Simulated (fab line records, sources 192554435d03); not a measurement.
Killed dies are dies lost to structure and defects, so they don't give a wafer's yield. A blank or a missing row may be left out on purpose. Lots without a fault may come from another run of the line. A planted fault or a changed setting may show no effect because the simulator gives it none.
A struck lot beside a sound one | flow n5_finfet | 16 steps out of a route of 1938
Sound: wafers L721.1, L721.2, L721.5. Struck: wafers L731.2, L731.4, L731.5. The cause comes at the end.
At each step with rows: each side's tool, then ch and its chambers, then its first start. Under that, the readings that differ: sound wafers | struck wafers | difference of the means | sigmas: that difference in standard deviations of wafers without a fault.
alike: readings whose means differ by less than 2 such deviations, and words and numbers that are the same on both sides. not compared: withheld readings, readings that some wafer has no value for, bounds like >300 that may hide the same value, and numbers for which the record gives no deviation and whose values overlap.
The two part at a step that has a row with sigmas, a row that says differs or no value, or rows on one side only. Numbers that don't overlap but have no deviation are shown without sigmas and don't part them. A reading that every wafer of one side lacks parts them only if that side has two wafers or more.

first, 8 steps without rows for these wafers: N5_SDB_COAT_03 (time 60 s, resist thk 100 nm); N5_SDB_COAT_04 (time 60 s, resist thk 18 nm); N5_SDB_COAT_05 (resist thk 90 nm); N5_SDB_EBR_07; N5_SDB_SOFTBAKE_06 (time 60 s); N5_SDB_EXPOSE_08 (exposes mask SDB); N5_SDB_PEB_09 (peb time 60 s); N5_SDB_DEVELOP_10 (develop time 30 s).
N5_SDB_CD_MEAS_11: target cd 50 nm.
  sound on cd_sem-01 ch 0, day 4 01:02; struck on cd_sem-03 ch 0, day 6 11:57
  alike: cd_nm
N5_SDB_OVL_MEAS_12:
  sound on overlay-01 ch 0, day 4 01:04; struck on overlay-01 ch 0, day 6 11:59
  alike: SDB_OVL
N5_SDB_INSPECT_13: inspects for defects (brightfield).
  sound on defect_inspect-01, day 4 01:05; struck on defect_inspect-01, day 6 12:00
  alike: raw_defect_count
N5_SDB_DESCUM_16: chemistry O2, time 7.9 s.
  sound on rie_diel-01 ch 0,2,3, day 4 01:07; struck on rie_diel-01 ch 0,3, day 6 12:12
  alike: drypump_motor_current_A, oes_product_au, rf_vpp_V, showerhead_plenum_p_Torr, throttle_valve_pct
  not compared: rf_hours_counter_h
N5_SDB_ETCH_17: etches SiARC in CF4, target depth 23.4 nm, time 39 s.
  sound on rie_diel-01 ch 0,2,3, day 4 01:09; struck on rie_diel-01 ch 0,3, day 6 12:14
  reading               | sound          | struck         | difference | sigmas
  etch_rf_on_time_s (s) | 39.4 38.6 41.2 | 30.6 29.7 30.9 | -9.3       | -8
  alike: cf4_flow_sccm, drypump_motor_current_A, oes_product_au, rf_vpp_V, showerhead_plenum_p_Torr, throttle_valve_pct
  not compared: rf_hours_counter_h
N5_SDB_ETCH_18: etches SOC in N2/H2, target depth 100 nm, overetch 20 nm, time 150 s.
  sound on rie_diel-01 ch 0,2,3, day 4 01:11; struck on rie_diel-01 ch 0,3, day 6 12:16
  alike: drypump_motor_current_A, oes_product_au, rf_vpp_V, showerhead_plenum_p_Torr, throttle_valve_pct
  not compared: rf_hours_counter_h
-- the record jumps here: 5 days lie between the struck wafers' starts before and after (it left off in module SDB and takes up again in module BEOL_M4, whose first step shown is number 1111 of the route) --
N5_BEOL_M4_RC_MEAS_101:
  sound on prober-02 ch 0, day 8 01:46; struck on prober-02 ch 0, day 11 12:13
  alike: DIBL_N, DIBL_P, IOFF_N, IOFF_P, ION_N, ION_P, SS_N, SS_P, VT_N, VT_P
-- the record jumps here: 4 days lie between the struck wafers' starts before and after (it left off in module BEOL_M4 and takes up again in module PASSIVATION, whose first step shown is number 1936 of the route) --
N5_PASSIVATION_PROBE_49:
  sound on prober-01, day 12 14:44; struck on prober-02, day 15 19:20
  alike: defect_limited_yield, killed_at_M0_to_M3, killed_at_M4_up, killed_at_contacts, killed_at_front_end, killed_at_other, killed_dies, killed_on_rim, killed_open, killed_short, sort_bin_4_leakage, sort_bin_5_function, sort_bin_6_memory, sort_bin_8_speed, sort_n_pass, sort_yield_pct

WHERE THEY PART
Only at N5_SDB_ETCH_17, within this record. Later steps at which nothing parts them and some readings are alike: N5_SDB_ETCH_18, N5_BEOL_M4_RC_MEAS_101, N5_PASSIVATION_PROBE_49.

WHY: what the simulator had put in
Process parameter drift: rie_diel-01, from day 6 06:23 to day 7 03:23, at N5_SDB_ETCH_17. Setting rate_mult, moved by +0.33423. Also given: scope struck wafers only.
